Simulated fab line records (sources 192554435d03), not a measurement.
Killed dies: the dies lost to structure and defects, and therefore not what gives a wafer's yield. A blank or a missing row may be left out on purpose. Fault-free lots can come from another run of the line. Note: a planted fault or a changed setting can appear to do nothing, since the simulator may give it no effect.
Comparing a struck lot with a sound one    flow n5_finfet    14 out of 1938 route steps
Sound: wafers L501.1, L501.3, L501.4. The struck wafers were L506.1, L506.3, L506.6. The cause is named last.
Each step with rows lists, per side, the tool, then ch with its chambers, then its first start. Under that, the readings that differ: sound wafers    struck wafers    difference of the means    sigmas: that difference in standard deviations of wafers without a fault.
alike: same words and numbers on both sides, and readings whose means sit less than 2 such deviations apart. not compared: any withheld reading, any reading some wafer has no value for, any bound like >300 that may hide the same value, and any number with overlapping values for which the record gives no deviation.
The two part at a step that has a row with sigmas, a row that says differs or no value, or rows on one side only. Non-overlapping numbers with no deviation appear without sigmas and do not part them. A reading missing from all wafers of one side parts the sides only when that side holds two or more wafers.

N5_BEOL_M9_RS_MEAS_57: measurement is done with a four-point probe.
  sound on film_metro-02, day 11 21:00; struck on film_metro-01, day 13 15:42
  alike: M9_RS
N5_BEOL_M9_INSPECT_58: inspects for defects (darkfield).
  sound on defect_inspect-01, day 11 21:02; struck on defect_inspect-01, day 13 15:44
  alike: raw_defect_count
N5_BEOL_M10_ILD_DEP_00: deposits SiCOH lowk from DEMS/porogen, target thk 308.51 nm, time 58 s.
  sound on pecvd-01 ch 1,2, day 11 21:04; struck on pecvd-01 ch 1,2, day 13 15:46
  alike: heater_power_w, showerhead_plenum_p_Torr, throttle_valve_pct
N5_BEOL_M10_CURE_71: cures SiCOH lowk, time 240 s.
  sound on uv_cure-02 ch 1, day 11 21:10; struck on uv_cure-02 ch 0, day 13 15:50
  alike: lamp_power_pct, wafer_temp_C_max
N5_BEOL_M10_THK_MEAS_01:
  sound on film_metro-02, day 11 22:10; struck on film_metro-01, day 13 16:22
  alike: M10_ILD_THK
N5_BEOL_M10_PECVD_70: deposits SiO2 from TEOS/O2, target thk 20 nm, time 22.7 s.
  sound on pecvd-02 ch 0,2, day 11 22:12; struck on pecvd-01 ch 0,1, day 13 16:23
  alike: heater_power_w, showerhead_plenum_p_Torr, throttle_valve_pct
N5_BEOL_M10_HM_DEP_02: deposits TiN, target thk 20 nm.
  sound on pvd_sputter-01, day 11 22:18; struck on pvd_sputter-03, day 13 17:37
  alike: substrate_temp_c, throttle_valve_pct
then, 5 steps without rows for these wafers: N5_BEOL_M10_COAT_59 (time 60 s, resist thk 100 nm); N5_BEOL_M10_COAT_60 (time 60 s, resist thk 30 nm); N5_BEOL_M10_COAT_05 (resist thk 90 nm); N5_BEOL_M10_EBR_07; N5_BEOL_M10_SOFTBAKE_06 (time 60 s).
N5_BEOL_M10_EXPOSE_08: exposes mask M10.
  sound on arfi_scanner-02 ch 0, day 11 22:32; struck on arfi_scanner-03, day 13 17:53
  no value came back on the struck wafers for dipole_opening_deg (degrees), exposure_dose_mJ_cm2; on the sound wafers dipole_opening_deg (degrees) reads 40 40 40
  alike: mask
then, 1 step without rows for these wafers: N5_BEOL_M10_PEB_09 (peb time 60 s).

== WHERE THEY PART ==
N5_BEOL_M10_EXPOSE_08 only, going by this record.

WHY: what had been put in by the simulator
Entire step skipped (arfi_scanner-03, N5_BEOL_M10_EXPOSE_08), from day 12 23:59 onward. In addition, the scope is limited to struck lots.
